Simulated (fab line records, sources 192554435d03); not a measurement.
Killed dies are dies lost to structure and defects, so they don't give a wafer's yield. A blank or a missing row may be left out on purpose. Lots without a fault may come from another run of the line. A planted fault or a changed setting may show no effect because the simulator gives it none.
Split-lot experiment | flow n5_finfet | 7 lots, 21 wafers read, on a route of 1938 steps

THE SPLIT
At N5_BEOL_M6_TRENCH_ETCH_37 (etches SiCOH lowk in C4F6/O2, target depth 94.435 nm, time 31.5 s), the setting bias_w was moved away from the recipe's 185 W on 8 of the 21 wafers read, by -10.6% to +15.6%. The other wafers ran this setting at the recipe's value.

The reading is taken at the split's own step.

THE READING
rf_vpp_V, in V, at N5_BEOL_M6_TRENCH_ETCH_37 (etches SiCOH lowk in C4F6/O2, target depth 94.435 nm, time 31.5 s). Fault-free wafers of this fab line usually give 672 V, standard deviation 14 V.

wafer  | tool, chamber at the split | bias_w as run, W | against the recipe | rf_vpp_V, V | against lot-mates on the recipe
L074.1 | rie_diel-03, 0             | 200.1            | +8.2%              | 720         | +42
L074.2 | rie_diel-03, 2             | 200.1            | +8.2%              | 716         | +38
L074.3 | rie_diel-03, 1             | 185              | recipe             | 678         | -
L076.2 | rie_diel-03, 2             | 185              | recipe             | 671         | -
L076.3 | rie_diel-03, 1             | 185              | recipe             | 678         | -
L076.6 | rie_diel-03, 3             | 185              | recipe             | 687         | -
L080.1 | rie_diel-03, 3             | 185              | recipe             | 687         | -
L080.3 | rie_diel-03, 2             | 185              | recipe             | 672         | -
L080.6 | rie_diel-03, 2             | 185              | recipe             | 672         | -
L078.4 | rie_diel-03, 2             | 185              | recipe             | 671         | -
L078.5 | rie_diel-03, 1             | 213.9            | +15.6%             | 759         | +86
L078.6 | rie_diel-03, 0             | 185              | recipe             | 676         | -
L084.1 | rie_diel-04, 3             | 213.2            | +15.2%             | 710         | +31
L084.2 | rie_diel-04, 0             | 185              | recipe             | 679         | -
L084.4 | rie_diel-04, 1             | 213.2            | +15.2%             | 751         | +72
L089.2 | rie_diel-04, 0             | 185              | recipe             | 678         | -
L089.4 | rie_diel-04, 2             | 185              | recipe             | 664         | -
L089.6 | rie_diel-04, 1             | 165.3            | -10.6%             | 615         | -56
L093.2 | rie_diel-04, 3             | 172.5            | -6.8%              | 601         | -76
L093.5 | rie_diel-04, 1             | 172.5            | -6.8%              | 636         | -41
L093.6 | rie_diel-04, 0             | 185              | recipe             | 677         | -

THE FIT
A straight line over all 21 wafers: rf_vpp_V changes by +5 V for each +1% of bias_w; r = +0.93; the points scatter about the line by 14 V.
The same after taking each lot's own level away (the mean of its wafers on the recipe; 21 wafers): +4.88 V for each +1%; r = +0.93; scatter 14 V.
On that fit, the largest move of bias_w shifts the reading by 76 V.
The lots' own levels span 671.0 to 679.0 V, that is 0.6 times the standard deviation above.
So the lot-to-lot level changes the slope little: the two slopes agree.
Check: with one of the wafers moved furthest among these (+15.6%) left out of the fit, the line predicts +67.6 V for it against its lot-mates. It came out at +85.5 V against them.
Tool readings at the split's step, against how far the setting was moved: rf_vpp_V r = +0.93.

OTHER SPLITS ON THESE WAFERS
These wafers also went through other splits before the reading. Each is held against what the fit with the lots' levels taken away leaves over:
other split on the same wafers     | wafers away from the commonest value | r with rf_vpp_V (lot level and that fit taken away)
N5_BEOL_M2_TRENCH_ETCH_37 source_w | 2                                    | +0.08
N5_BEOL_M3_COAT_67 spin_rpm        | 5                                    | +0.15
N5_BEOL_M3_ETCH_41 target_depth_a  | 6                                    | +0.10
N5_BEOL_M4_COAT_73 spin_rpm        | 5                                    | +0.00
N5_BEOL_M4_COAT_05 spin_rpm        | 5                                    | +0.02
N5_BEOL_M6_COAT_05 spin_rpm        | 4                                    | +0.06

THE FILE'S OWN FIT
rf_vpp_V changes by +4.91 V for each +1% of bias_w, r = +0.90.
